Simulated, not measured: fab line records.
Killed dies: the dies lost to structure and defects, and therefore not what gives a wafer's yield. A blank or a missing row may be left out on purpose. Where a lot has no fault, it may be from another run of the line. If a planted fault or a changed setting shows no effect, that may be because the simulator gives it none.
Problem report, 8D (eight disciplines) form, completed by code + flow n5_finfet + the parts of the form that need people (team, actions taken, sign-off) are left out

== 1. THE ISSUE ==
At N5_BEOL_M14_CMP_49, time_to_endpoint_s averages 170 s over 3 wafers from 3 lots, while fault-free wafers read 121 s, standard deviation 4.8. That puts it +10 standard deviations away from the usual mean.
The step: polishes, stops on SiO2, t overpolish 5.2 s, target thk 560 nm.
First observed at day 15 04:06: wafer L991.4, on cmp-01. The record holds 33 wafers of 12 lots with a number at this step. The rule behind "out" and "out of limits": a value lying over 4 standard deviations away from the usual mean. Any other wafer with a number is counted as sound.

== 2. WHAT IT IS; WHAT IT IS NOT ==
| question                    | is                     | is not                                                                                |
|-----------------------------|------------------------|---------------------------------------------------------------------------------------|
| which readings at this step | time_to_endpoint_s     | retaining_ring_pressure_frac                                                          |
| which lots                  | L991, L992, L993       | L101, L981, L983, L984, L987, L988, L989, L990, L997                                  |
| which wafers of those lots  | L991.4, L992.2, L993.4 | L991.1, L991.5, L992.5, L993.1                                                        |
| read on which tools         | cmp-01, cmp-03         | cmp-02                                                                                |
| when                        | from day 15 04:06      | up to then (22 sound wafers); but 8 sound wafers of L101, L992, L993, L997 came after |

== 3. THE SUSPECTS, EACH WITH WHAT RULES IT OUT ==
Counting: a tool at a process step up to the reading stays a suspect if it ran every lot that is out. Sound lots after the first of them don't rule it out here, since some wafers of a struck lot are sound.
- ecd_cu-02 at N5_BEOL_M14_ECD_47 (material Cu, target thk 1248 nm): kept. It ran every lot that is out, first L991 (day 15 01:52); its last sound lot up to then is L989 (day 13 20:31).
The count leaves ecd_cu-02 at N5_BEOL_M14_ECD_47.

== 4. THE CAUSE (what the simulator had put in) ==
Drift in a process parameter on ecd_cu-02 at N5_BEOL_M14_ECD_47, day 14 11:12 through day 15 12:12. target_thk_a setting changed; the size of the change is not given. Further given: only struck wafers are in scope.
Counting left only this tool.

== 5. SEQUENCE OF EFFECTS, ordered by route ==
Each row: a reading where the mean over the struck wafers with a number is more than 3 standard deviations away from the usual. Scope: only readings with a usual standard deviation given in the record; hours: median across lots of the time from each lot's start at the first step in this table that gives one to its start at this step; sigmas: change in usual standard deviations.
| hours | step               | reading            | usual | on struck wafers | change | sigmas |
|-------|--------------------|--------------------|-------|------------------|--------|--------|
| 0     | N5_BEOL_M14_CMP_49 | time_to_endpoint_s | 121 s | 170              | +49    | +10    |
Here are the process steps it includes:
- N5_BEOL_M14_CMP_49: polishes, stops on SiO2, t overpolish 5.2 s, target thk 560 nm.

== 6. HOW IT WOULD HAVE BEEN CAUGHT EARLIER ==
In this record no reading fell out of limits until day 15 04:06, 17 hours after the fault had begun at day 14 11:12.
L993, L992, from the lots that are out (3), started N5_BEOL_M14_ECD_47 on ecd_cu-02 later than day 15 04:06. A hold on the tool at that time would have spared those 2.
